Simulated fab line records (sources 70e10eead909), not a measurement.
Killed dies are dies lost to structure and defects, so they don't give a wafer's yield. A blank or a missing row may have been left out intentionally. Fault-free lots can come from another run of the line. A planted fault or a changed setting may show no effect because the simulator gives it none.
What tool caused it? || flow nand-harc || Sampling: 13 lots, 39 wafers, 6 of 1302 route steps

== WHAT EACH GAUGE READ, for each wafer ==
NHARC_A_SOURCE_PLATE_INSPECT_08. Usual: 63 for raw-defect-count, sd 25.
{"lot": "L742", "measured": "day 7 15:01", "on": "defect-inspect-01", "raw-defect-count": "90 52 73", "flag": ""}
{"lot": "L743", "measured": "day 8 01:52", "on": "defect-inspect-01", "raw-defect-count": "56 29 59", "flag": ""}
{"lot": "L745", "measured": "day 9 02:32", "on": "defect-inspect-01", "raw-defect-count": "89 77 56", "flag": ""}
{"lot": "L746", "measured": "day 9 11:59", "on": "defect-inspect-02", "raw-defect-count": "63 127 128", "flag": ""}
{"lot": "L748", "measured": "day 10 00:04", "on": "defect-inspect-02", "raw-defect-count": "46 90 61", "flag": ""}
{"lot": "L750", "measured": "day 11 04:35", "on": "defect-inspect-02", "raw-defect-count": "38 36 60", "flag": ""}
{"lot": "L753", "measured": "day 12 04:41", "on": "defect-inspect-01", "raw-defect-count": "51 73 53", "flag": ""}
{"lot": "L754", "measured": "day 12 13:44", "on": "defect-inspect-01", "raw-defect-count": "63 147 69", "flag": ""}
{"lot": "L755", "measured": "day 13 03:10", "on": "defect-inspect-01", "raw-defect-count": "57 59 57", "flag": ""}
{"lot": "L759", "measured": "day 14 19:33", "on": "defect-inspect-02", "raw-defect-count": "75 59 43", "flag": ""}
{"lot": "L761", "measured": "day 15 18:40", "on": "defect-inspect-02", "raw-defect-count": "41 28 49", "flag": ""}
{"lot": "L764", "measured": "day 17 02:11", "on": "defect-inspect-02", "raw-defect-count": "64 86 118", "flag": ""}
{"lot": "L765", "measured": "day 17 06:59", "on": "defect-inspect-02", "raw-defect-count": "47 90 70", "flag": ""}

NHARC_A_ONON_D1_THK_MEAS_14: measures by ellipsometry. Usual: 999 nm for thk-nm, sd 12.
{"lot": "L742", "measured": "day 7 17:53", "on": "film-metro-02", "thk-nm (nm)": "1011 1010 1011", "flag": ""}
{"lot": "L743", "measured": "day 8 04:43", "on": "film-metro-02", "thk-nm (nm)": "978 976 978", "flag": ""}
{"lot": "L745", "measured": "day 9 05:23", "on": "film-metro-02", "thk-nm (nm)": "994 997 995", "flag": ""}
{"lot": "L746", "measured": "day 9 14:49", "on": "film-metro-01", "thk-nm (nm)": "986 985 986", "flag": ""}
{"lot": "L748", "measured": "day 10 02:54", "on": "film-metro-02", "thk-nm (nm)": "985 984 985", "flag": ""}
{"lot": "L750", "measured": "day 11 07:26", "on": "film-metro-01", "thk-nm (nm)": "1012 1012 1012", "flag": ""}
{"lot": "L753", "measured": "day 12 07:44", "on": "film-metro-01", "thk-nm (nm)": "1006 1006 1006", "flag": ""}
{"lot": "L754", "measured": "day 12 16:43", "on": "film-metro-02", "thk-nm (nm)": "994 993 993", "flag": ""}
{"lot": "L755", "measured": "day 13 06:00", "on": "film-metro-02", "thk-nm (nm)": "992 993 993", "flag": ""}
{"lot": "L759", "measured": "day 14 22:24", "on": "film-metro-01", "thk-nm (nm)": "1000 1000 999", "flag": ""}
{"lot": "L761", "measured": "day 15 21:31", "on": "film-metro-02", "thk-nm (nm)": "1008 1010 1008", "flag": ""}
{"lot": "L764", "measured": "day 17 05:01", "on": "film-metro-01", "thk-nm (nm)": "1007 1010 1009", "flag": ""}
{"lot": "L765", "measured": "day 17 09:51", "on": "film-metro-02", "thk-nm (nm)": "1000 999 999", "flag": ""}

NHARC_A_ONON_D1_THK_MEAS_21: measures by ellipsometry. Usual: 1000 nm for thk-nm, sd 11.
{"lot": "L742", "measured": "day 8 02:16", "on": "film-metro-01", "thk-nm (nm)": "997 997 996", "flag": ""}
{"lot": "L743", "measured": "day 8 12:53", "on": "film-metro-01", "thk-nm (nm)": "1002 1001 999", "flag": ""}
{"lot": "L745", "measured": "day 9 15:58", "on": "film-metro-01", "thk-nm (nm)": "1002 1003 1003", "flag": ""}
{"lot": "L746", "measured": "day 10 03:17", "on": "film-metro-02", "thk-nm (nm)": "985 988 988", "flag": ""}
{"lot": "L748", "measured": "day 10 11:11", "on": "film-metro-02", "thk-nm (nm)": "1007 1005 1008", "flag": ""}
{"lot": "L750", "measured": "day 11 15:50", "on": "film-metro-02", "thk-nm (nm)": "975 974 974", "flag": ""}
{"lot": "L753", "measured": "day 12 15:56", "on": "film-metro-01", "thk-nm (nm)": "994 995 995", "flag": ""}
{"lot": "L754", "measured": "day 13 01:05", "on": "film-metro-01", "thk-nm (nm)": "1008 1009 1007", "flag": ""}
{"lot": "L755", "measured": "day 13 16:47", "on": "film-metro-02", "thk-nm (nm)": "1023 1023 1023", "flag": ""}
{"lot": "L759", "measured": "day 15 06:46", "on": "film-metro-02", "thk-nm (nm)": "1658 1661 997", "flag": "OFF"}
{"lot": "L761", "measured": "day 16 05:53", "on": "film-metro-02", "thk-nm (nm)": "1659 1659 998", "flag": "OFF"}
{"lot": "L764", "measured": "day 17 13:22", "on": "film-metro-01", "thk-nm (nm)": "997 996 998", "flag": ""}
{"lot": "L765", "measured": "day 17 18:25", "on": "film-metro-02", "thk-nm (nm)": "978 977 977", "flag": ""}

NHARC_END_SORT_01. Usual: killed-at-array 56, standard deviation 20; killed-at-other 1, standard deviation 1.3; killed-at-periphery 3.5, standard deviation 2.7; killed-dies 60, standard deviation 20; killed-open 3.3, standard deviation 1.6; killed-short 2.4, standard deviation 1.5.
{"lot": "L745", "measured": "day 25 06:34", "on": "prober-01", "killed-at-array": "44 52 34", "killed-at-other": "0 1 1", "killed-at-periphery": "2 2 3", "killed-dies": "46 55 38", "killed-open": "4 4 3", "killed-short": "3 3 1", "flag": ""}
{"lot": "L754", "measured": "day 29 06:25", "on": "prober-02", "killed-at-array": "48 65 45", "killed-at-other": "2 0 1", "killed-at-periphery": "3 1 5", "killed-dies": "53 66 51", "killed-open": "3 3 6", "killed-short": "2 2 6", "flag": ""}
{"lot": "L755", "measured": "day 29 05:33", "on": "prober-01", "killed-at-array": "88 74 73", "killed-at-other": "0 1 0", "killed-at-periphery": "7 9 7", "killed-dies": "95 84 80", "killed-open": "3 4 2", "killed-short": "4 1 1", "flag": ""}
{"lot": "L759", "measured": "day 31 01:58", "on": "prober-01", "killed-at-array": "675 676 45", "killed-at-other": "1 0 2", "killed-at-periphery": "1 1 4", "killed-dies": "677 677 51", "killed-open": "3 2 2", "killed-short": "2 5 3", "flag": "OFF"}
{"lot": "L761", "measured": "day 32 04:40", "on": "prober-01", "killed-at-array": "669 669 80", "killed-at-other": "2 4 1", "killed-at-periphery": "6 4 0", "killed-dies": "677 677 81", "killed-open": "4 0 3", "killed-short": "2 1 2", "flag": "OFF"}

== EACH LOT AND THE TOOL THAT RAN IT (in order: tool; ch and the chambers of the sampled wafers; start) ==
{"lot": "L742", "NHARC_A_ONON_D1_DEP_19": "pecvd-onon-01 ch 0, day 8 01:45", "NHARC_A_ONON_D1_DEP_33": "pecvd-01 ch 0,2, day 8 04:04"}
{"lot": "L743", "NHARC_A_ONON_D1_DEP_19": "pecvd-onon-01 ch 0, day 8 12:22", "NHARC_A_ONON_D1_DEP_33": "pecvd-03 ch 0,2, day 8 14:41"}
{"lot": "L745", "NHARC_A_ONON_D1_DEP_19": "pecvd-onon-01 ch 0, day 9 15:37", "NHARC_A_ONON_D1_DEP_33": "pecvd-03 ch 0,1,2, day 9 17:53"}
{"lot": "L746", "NHARC_A_ONON_D1_DEP_19": "pecvd-onon-01 ch 0, day 10 02:47", "NHARC_A_ONON_D1_DEP_33": "pecvd-03 ch 1,2, day 10 05:03"}
{"lot": "L748", "NHARC_A_ONON_D1_DEP_19": "pecvd-onon-02 ch 0, day 10 10:43", "NHARC_A_ONON_D1_DEP_33": "pecvd-03 ch 1,2, day 10 13:00"}
{"lot": "L750", "NHARC_A_ONON_D1_DEP_19": "pecvd-onon-02 ch 0, day 11 15:26", "NHARC_A_ONON_D1_DEP_33": "pecvd-01 ch 0,1,2, day 11 17:38"}
{"lot": "L753", "NHARC_A_ONON_D1_DEP_19": "pecvd-onon-02 ch 0, day 12 15:25", "NHARC_A_ONON_D1_DEP_33": "pecvd-03 ch 0,1,2, day 12 17:52"}
{"lot": "L754", "NHARC_A_ONON_D1_DEP_19": "pecvd-onon-04 ch 0, day 13 00:38", "NHARC_A_ONON_D1_DEP_33": "pecvd-03 ch 0,1, day 13 02:56"}
{"lot": "L755", "NHARC_A_ONON_D1_DEP_19": "pecvd-onon-01 ch 0, day 13 16:17", "NHARC_A_ONON_D1_DEP_33": "pecvd-03 ch 1,2, day 13 18:33"}
{"lot": "L759", "NHARC_A_ONON_D1_DEP_19": "pecvd-onon-02 ch 0, day 15 06:16", "NHARC_A_ONON_D1_DEP_33": "pecvd-04 ch 0,2, day 15 08:35"}
{"lot": "L761", "NHARC_A_ONON_D1_DEP_19": "pecvd-onon-02 ch 0, day 16 05:23", "NHARC_A_ONON_D1_DEP_33": "pecvd-01 ch 0,1,2, day 16 07:41"}
{"lot": "L764", "NHARC_A_ONON_D1_DEP_19": "pecvd-onon-04 ch 0, day 17 12:55", "NHARC_A_ONON_D1_DEP_33": "pecvd-04 ch 0,1, day 17 15:07"}
{"lot": "L765", "NHARC_A_ONON_D1_DEP_19": "pecvd-onon-04 ch 0, day 17 17:58", "NHARC_A_ONON_D1_DEP_33": "pecvd-04 ch 0,1, day 17 20:14"}
- NHARC_A_ONON_D1_DEP_19: target thk 1000 nm.
- NHARC_A_ONON_D1_DEP_33: deposits SiO2, target thk 200 nm.

== WHAT THE TOOLS THEMSELVES READ (means of the sampled wafers that have a number; where no wafer has one, the mark that the record gives instead) ==
NHARC_A_ONON_D1_DEP_19. Usual: 210.0 sccm for sih4-flow-sccm, sd 0.63.
{"lot": "L742", "tool": "pecvd-onon-01", "sih4-flow-sccm (sccm)": 210.6, "flag": ""}
{"lot": "L743", "tool": "pecvd-onon-01", "sih4-flow-sccm (sccm)": 210.4, "flag": ""}
{"lot": "L745", "tool": "pecvd-onon-01", "sih4-flow-sccm (sccm)": 210.3, "flag": ""}
{"lot": "L746", "tool": "pecvd-onon-01", "sih4-flow-sccm (sccm)": 210.2, "flag": ""}
{"lot": "L748", "tool": "pecvd-onon-02", "sih4-flow-sccm (sccm)": 209.9, "flag": ""}
{"lot": "L750", "tool": "pecvd-onon-02", "sih4-flow-sccm (sccm)": 209.8, "flag": ""}
{"lot": "L753", "tool": "pecvd-onon-02", "sih4-flow-sccm (sccm)": 209.6, "flag": ""}
{"lot": "L754", "tool": "pecvd-onon-04", "sih4-flow-sccm (sccm)": 209.6, "flag": ""}
{"lot": "L755", "tool": "pecvd-onon-01", "sih4-flow-sccm (sccm)": 210.0, "flag": ""}
{"lot": "L759", "tool": "pecvd-onon-02", "sih4-flow-sccm (sccm)": 209.7, "flag": ""}
{"lot": "L761", "tool": "pecvd-onon-02", "sih4-flow-sccm (sccm)": 210.5, "flag": ""}
{"lot": "L764", "tool": "pecvd-onon-04", "sih4-flow-sccm (sccm)": 209.2, "flag": ""}
{"lot": "L765", "tool": "pecvd-onon-04", "sih4-flow-sccm (sccm)": 209.2, "flag": ""}

NHARC_A_ONON_D1_DEP_33. Usual: flow-sccm 2651 sccm, standard deviation 8.3; heater-power-w 505 W, standard deviation 71; throttle-valve-pct 16.4 %, standard deviation 0.51.
{"lot": "L742", "tool": "pecvd-01", "flow-sccm (sccm)": 2646, "heater-power-w (W)": 437, "throttle-valve-pct (%)": 15.8, "flag": ""}
{"lot": "L743", "tool": "pecvd-03", "flow-sccm (sccm)": 2645, "heater-power-w (W)": 613, "throttle-valve-pct (%)": 16.4, "flag": ""}
{"lot": "L745", "tool": "pecvd-03", "flow-sccm (sccm)": 2655, "heater-power-w (W)": 512, "throttle-valve-pct (%)": 16.4, "flag": ""}
{"lot": "L746", "tool": "pecvd-03", "flow-sccm (sccm)": 2662, "heater-power-w (W)": 536, "throttle-valve-pct (%)": 16.4, "flag": ""}
{"lot": "L748", "tool": "pecvd-03", "flow-sccm (sccm)": 2652, "heater-power-w (W)": 489, "throttle-valve-pct (%)": 16.4, "flag": ""}
{"lot": "L750", "tool": "pecvd-01", "flow-sccm (sccm)": 2654, "heater-power-w (W)": 485, "throttle-valve-pct (%)": 16.5, "flag": ""}
{"lot": "L753", "tool": "pecvd-03", "flow-sccm (sccm)": 2653, "heater-power-w (W)": 510, "throttle-valve-pct (%)": 16.5, "flag": ""}
{"lot": "L754", "tool": "pecvd-03", "flow-sccm (sccm)": 2649, "heater-power-w (W)": 518, "throttle-valve-pct (%)": 16.8, "flag": ""}
{"lot": "L755", "tool": "pecvd-03", "flow-sccm (sccm)": 2653, "heater-power-w (W)": 437, "throttle-valve-pct (%)": 16.5, "flag": ""}
{"lot": "L759", "tool": "pecvd-04", "flow-sccm (sccm)": 2652, "heater-power-w (W)": 482, "throttle-valve-pct (%)": 16.7, "flag": ""}
{"lot": "L761", "tool": "pecvd-01", "flow-sccm (sccm)": 2654, "heater-power-w (W)": 511, "throttle-valve-pct (%)": 16.1, "flag": ""}
{"lot": "L764", "tool": "pecvd-04", "flow-sccm (sccm)": 2644, "heater-power-w (W)": 484, "throttle-valve-pct (%)": 15.9, "flag": ""}
{"lot": "L765", "tool": "pecvd-04", "flow-sccm (sccm)": 2646, "heater-power-w (W)": 519, "throttle-valve-pct (%)": 16.0, "flag": ""}

== THE ANSWER, worked out from the rows above alone ==
Rule: take the mean of a lot's wafers that have a number; if it is more than 3 standard deviations from the usual mean, the lot is off. A lot without any number at a reading at which 4 lots or more have one is off too. The other lots that the step has rows for count as sound. The gauges are gone through in route order, then the tools' own readings, and for those a lot's mean is taken as printed above. The first step at which some lot is off is used, and at that step the reading that is off furthest; a lot without a number counts as furthest.
Off, at NHARC_A_ONON_D1_THK_MEAS_21 on thk-nm: L759, L761.
If a tool, at a process step before that reading, ran all the lots that are off and no sound lot after the first of them, it fits. The gauges at NHARC_A_ONON_D1_THK_MEAS_21 aren't tried: what is off there is off at NHARC_END_SORT_01 too, on other tools, and a gauge's error can't cause that. One candidate fits, namely pecvd-onon-02 at NHARC_A_ONON_D1_DEP_19. Its last sound lot is L753 (day 12 15:25), its first lot that is off L759 (day 15 06:16): a fault that began between those two fits.

== WHAT THE SIMULATOR PUT IN ==
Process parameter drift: pecvd-onon-02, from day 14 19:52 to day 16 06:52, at NHARC_A_ONON_D1_DEP_19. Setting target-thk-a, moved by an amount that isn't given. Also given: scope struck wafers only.
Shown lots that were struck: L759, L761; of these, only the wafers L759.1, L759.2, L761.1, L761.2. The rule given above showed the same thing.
